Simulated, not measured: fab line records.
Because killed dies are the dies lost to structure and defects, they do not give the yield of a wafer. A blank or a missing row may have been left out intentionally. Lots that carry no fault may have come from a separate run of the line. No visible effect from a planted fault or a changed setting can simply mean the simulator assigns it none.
The tool behind it: which one? | flow n5Finfet | Sampling: 12 lots, 36 wafers, 2 of 1938 route steps

== WHAT EACH GAUGE READ, for each wafer ==
N5_MOL_CONTACT_COAG_INSPECT_57: inspects for defects (brightfield).
lot  | measured     | on               | rawDefectCount
L075 | day 5 07:41  | defectInspect-01 | 185 186 172
L077 | day 5 18:48  | defectInspect-02 | 348 235 222
L079 | day 6 11:34  | defectInspect-02 | 245 165 175
L081 | day 6 21:41  | defectInspect-02 | 280 172 221
L083 | day 7 05:46  | defectInspect-01 | 228 255 320
L085 | day 7 21:34  | defectInspect-01 | 134 180 295
L087 | day 8 07:46  | defectInspect-01 | 199 238 259
L089 | day 8 21:59  | defectInspect-02 | 120 96 114
L091 | day 9 04:59  | defectInspect-02 | 170 143 126
L093 | day 9 17:57  | defectInspect-01 | 180 113 191
L095 | day 10 06:07 | defectInspect-01 | 230 205 148
L097 | day 10 22:58 | defectInspect-01 | 189 198 142

== EACH LOT AND THE TOOL THAT RAN IT (in order: tool; ch and the chambers of the sampled wafers; start) ==
lot  | N5_MOL_CONTACT_COAG_ALD_20
L075 | aldMetal-03 ch 0,3, day 4 23:07
L077 | aldMetal-01 ch 0,1,2, day 5 11:19
L079 | aldMetal-01 ch 0,1, day 6 02:30
L081 | aldMetal-01 ch 0,1, day 6 12:44
L083 | aldMetal-02 ch 0,2,3, day 6 20:42
L085 | aldMetal-01 ch 0,1,2, day 7 13:08
L087 | aldMetal-01 ch 0,1,3, day 7 23:38
L089 | aldMetal-02 ch 0,2,3, day 8 13:00
L091 | aldMetal-01 ch 1,2,3, day 8 21:19
L093 | aldMetal-03 ch 0,1,3, day 9 09:19
L095 | aldMetal-03 ch 1,2, day 9 22:49
L097 | aldMetal-01 ch 1,3, day 10 15:02
- N5_MOL_CONTACT_COAG_ALD_20: deposits TiN, target thk 1.5 nm, pulse time 1 s, purge time 3 s.

== THE ANSWER, worked out from the rows above alone ==
Rule: what is usual is taken from the lots themselves. Put in order of their means at a reading, lots are off if they are a third of the lots or fewer, leave a main group of 4 or more, and stand apart from it by a gap of 3 or more times the standard deviation of the main group's means; of several such gaps the widest counts. The tables above print the reading to a certain number of digits; a main group whose means all agree to those digits is not used. A lot without any number at a reading at which 4 lots or more have one is off too. All remaining lots with rows at the step are treated as sound.
None of the lots is off at any reading shown; this tells nothing.

== WHAT THE SIMULATOR PUT IN ==
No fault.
